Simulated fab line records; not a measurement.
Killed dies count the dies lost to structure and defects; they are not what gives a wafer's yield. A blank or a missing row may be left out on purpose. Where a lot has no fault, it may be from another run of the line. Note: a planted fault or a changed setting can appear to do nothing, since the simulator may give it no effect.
Code-filled problem report in 8D (eight disciplines) form / flow nand_harc / the parts of the form that need people (team, actions taken, sign-off) are left out

## 1. WHAT WENT WRONG
Mean of susceptor_temp_C at NHARC_A_CHANNEL_FILL_D1_ALD_02: 297.49 C over 2 wafers from 1 lot, against 300.01 C (standard deviation 0.16) on wafers with no fault. Relative to the usual mean, that is a shift of -16 standard deviations.
The step: deposits SiO2, target thk 6 nm, pulse time 10 s, ald cycles 60.
Earliest sighting: wafer L506.1 on ald_hk-01 at day 12 13:27. The record has a number at this step for 33 wafers belonging to 11 lots. By rule, "out" or "out of limits" means more than 4 standard deviations away from the usual mean. The other wafers with a number count as sound.

## 2. WHAT IT IS; WHAT IT IS NOT
question=which readings at this step | is=susceptor_temp_C | is not=heater_power_w, precursor_pulse_height_rel
question=which lots | is=L506 | is not=L491, L492, L493, L494, L495, L496, L497, L498, L508, L514
question=which wafers of those lots | is=L506.1, L506.5 | is not=L506.4
question=read on which tools | is=ald_hk-01 | is not=ald_hk-02, ald_hk-04
question=when | is=from day 12 13:27 | is not=up to then (25 sound wafers); but 6 sound wafers of L508, L514 came after

## 3. SUSPECTS, AND WHAT RULES EACH OUT
Counting: if a tool at a process step up to the reading ran every lot that is out, it stays a suspect. Sound lots after the first of them don't rule it out here, since some wafers of a struck lot are sound.
- har_etch-01 at NHARC_A_CHANNEL_HOLE_D1_ETCH_19 (etches the open film in C4F8/O2/Ar, time 34.5 s): kept. The lot that is out, L506, ran on it at day 12 07:32; the last sound lot it ran before that was L496, at day 9 03:58.
- har_etch-01 at NHARC_A_CHANNEL_HOLE_D1_ETCH_22 (etches the open film in C4F8/O2/Ar, time 666.7 s, target depth 1600 nm): kept. The lot that is out, L506, ran on it at day 12 08:24; the last sound lot it ran before that was L496, at day 9 04:49.
- ald_hk-01 at NHARC_A_CHANNEL_FILL_D1_ALD_02 (deposits SiO2, target thk 6 nm, pulse time 10 s, ald cycles 60): kept. The lot that is out, L506, ran on it at day 12 13:27; the last sound lot it ran before that was L496, at day 9 10:01. Out on those wafers are its own readings of susceptor_temp_C.
- The sound lot-mates ran in chamber 3 of ald_hk-01 at NHARC_A_CHANNEL_FILL_D1_ALD_02, but the wafers that are out ran in chamber 0.
Left after counting: har_etch-01 at NHARC_A_CHANNEL_HOLE_D1_ETCH_19, har_etch-01 at NHARC_A_CHANNEL_HOLE_D1_ETCH_22, ald_hk-01 at NHARC_A_CHANNEL_FILL_D1_ALD_02.

## 4. THE CAUSE (what the simulator had put in)
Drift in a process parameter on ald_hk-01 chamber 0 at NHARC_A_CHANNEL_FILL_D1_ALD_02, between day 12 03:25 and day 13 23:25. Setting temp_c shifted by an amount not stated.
This tool is one of the 3 suspects left after counting.

## 5. THE EFFECT CHAIN, in route order
Each row: a reading whose mean over the struck wafers that have a number lies more than 3 standard deviations from the usual. Only readings for which the record gives a usual standard deviation are gone through. hours: the time from each lot's start at the first step in this table that gives one to its start at this step, as a median over the lots. sigmas: the change in usual standard deviations.
hours=0; step=NHARC_A_CHANNEL_FILL_D1_ALD_02; reading=susceptor_temp_C; usual=300.01 C; on struck wafers=297.49; change=-2.52; sigmas=-16
Here are the process steps it includes:
- NHARC_A_CHANNEL_FILL_D1_ALD_02: deposits SiO2, target thk 6 nm, pulse time 10 s, ald cycles 60.

## 6. WHAT WOULD HAVE CAUGHT IT SOONER
First out-of-limits reading in this record: day 12 13:27, which is 10 hours after fault onset at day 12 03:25.
